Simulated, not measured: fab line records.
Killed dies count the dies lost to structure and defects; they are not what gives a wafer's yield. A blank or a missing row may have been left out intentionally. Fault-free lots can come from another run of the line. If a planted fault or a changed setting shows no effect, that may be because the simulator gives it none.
Matching of chambers	flow nandHarc	rieDiel-10 running NHARC_A_STAIRCASE_DESCUM_11: 4 sister chambers
The step chemistry O2, time 3 s. 18 wafers are shown with their chamber, then 9 later ones without.

== EACH WAFER AND ITS CHAMBER ==
wafer	chamber	showerheadPlenumPTorr (Torr)	drypumpMotorCurrentA (A)	oesProductAu (a.u.)
L075.2	1	1.77	6.3	0.997
L075.4	3	1.97	6.0	0.997
L075.5	1	1.77	6.3	1.006
L076.1	2	1.86	5.6	1.005
L076.2	3	1.97	6.0	0.985
L076.5	3	1.97	6.0	0.995
L080.3	0	2.03	6.3	1.005
L080.4	1	1.76	6.3	1.007
L080.5	0	2.03	6.3	0.989
L083.1	0	2.03	6.3	1.000
L083.2	1	1.76	6.3	0.996
L083.3	2	1.85	5.6	1.015
L086.1	1	1.76	6.3	1.004
L086.3	2	1.85	5.6	0.999
L086.6	0	2.03	6.2	1.002
L089.1	1	1.76	6.3	0.996
L089.2	0	2.02	6.3	1.000
L089.5	1	1.76	6.3	1.001

SIGNATURES (means of the wafers above)
reading	chamber 0	chamber 1	chamber 2	chamber 3	scatter within a chamber
showerheadPlenumPTorr	2.0280	1.7629	1.8533	1.9700	0.00455
drypumpMotorCurrentA	6.280	6.300	5.600	6.000	0.0239
oesProductAu	0.99920	1.00100	1.00633	0.99233	0.00595
Rule: distance of a wafer from a chamber = root of the sum over the readings of ((wafer's reading minus chamber's mean) / reading's scatter) squared. The wafer belongs to the nearest chamber; if the next one is less than 2 further off, it can't be placed. The scatter: the root of (the sum of the squares of (reading less its chamber's mean) over the shown wafers, divided by (wafers less chambers)).

== WAFERS WHOSE CHAMBER IS MISSING ==
wafer	showerheadPlenumPTorr (Torr)	drypumpMotorCurrentA (A)	oesProductAu (a.u.)
L091.1	1.85	5.6	1.005
L091.2	2.02	6.3	1.006
L091.6	1.85	5.6	1.007
L092.1	1.85	5.6	1.006
L092.3	2.02	6.2	0.993
L092.5	2.02	6.3	1.004
L096.1	2.07	6.3	0.996
L096.3	1.84	5.6	1.014
L096.4	1.84	5.6	1.014

== CHAMBER TAKEN BY EACH ==
wafer	from the rows above	in truth
L091.1	2	2
L091.2	0	0
L091.6	2	2
L092.1	2	2
L092.3	0	0
L092.5	0	0
L096.1	0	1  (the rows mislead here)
L096.3	2	2
L096.4	2	2
Correct placement for 8 of the 9. Can't be placed from these rows: 0. 1 placed wrongly.
